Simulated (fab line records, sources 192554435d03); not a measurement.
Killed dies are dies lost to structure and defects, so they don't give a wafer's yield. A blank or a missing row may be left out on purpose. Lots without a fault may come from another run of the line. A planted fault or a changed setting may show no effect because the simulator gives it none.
Chamber matching | flow n5_finfet | N5_MOL_CONTACT_COAG_ETCHBACK_136 on rie_diel-01: 4 sister chambers
The step etches SiO2 in CHF3, target depth 25 nm, time 16.7 s. 7 wafers are shown with their chamber, then 7 later ones without.

WAFERS WITH THEIR CHAMBER
wafer  | chamber | throttle_valve_pct (%) | showerhead_plenum_p_Torr (Torr)
L077.5 | 3       | 19.37                  | 2.26
L079.3 | 3       | 19.38                  | 2.26
L080.6 | 1       | 18.47                  | 2.43
L081.5 | 2       | 18.47                  | 2.42
L081.6 | 1       | 18.46                  | 2.43
L091.2 | 0       | 18.66                  | 2.48
L091.3 | 2       | 18.51                  | 2.41

WAFERS WITHOUT THEIR CHAMBER
wafer  | throttle_valve_pct (%) | showerhead_plenum_p_Torr (Torr)
L091.4 | 18.49                  | 2.42
L095.2 | 18.68                  | 2.47
L095.3 | 19.00                  | 2.53
L095.6 | 18.52                  | 2.40
L097.1 | 18.66                  | 2.47
L097.3 | 18.53                  | 2.42
L097.6 | 18.52                  | 2.40

WHICH CHAMBER EACH WENT THROUGH
wafer  | from the rows above     | in truth
L091.4 | can't be placed: 2 or 1 | 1
L095.2 | 0                       | 0
L095.3 | 0                       | 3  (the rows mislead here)
L095.6 | 2                       | 2
L097.1 | 0                       | 0
L097.3 | can't be placed: 2 or 1 | 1
L097.6 | 2                       | 2
Placed correctly: 4 of 7. Can't be placed from these rows: 2 (the true chamber is among the candidates in 2). Placed wrongly: 1.
How it was worked out, from the rows above alone: a wafer's distance from a chamber is the root of the sum, over the readings, of the square of ((its reading less the chamber's mean) divided by the reading's scatter). The wafer belongs to the nearest chamber; if the next one is less than 2 further off, it can't be placed. A chamber's mean is the mean of its shown wafers. The scatter: the root of (the sum of the squares of (reading less its chamber's mean) over the shown wafers, divided by (wafers less chambers)).
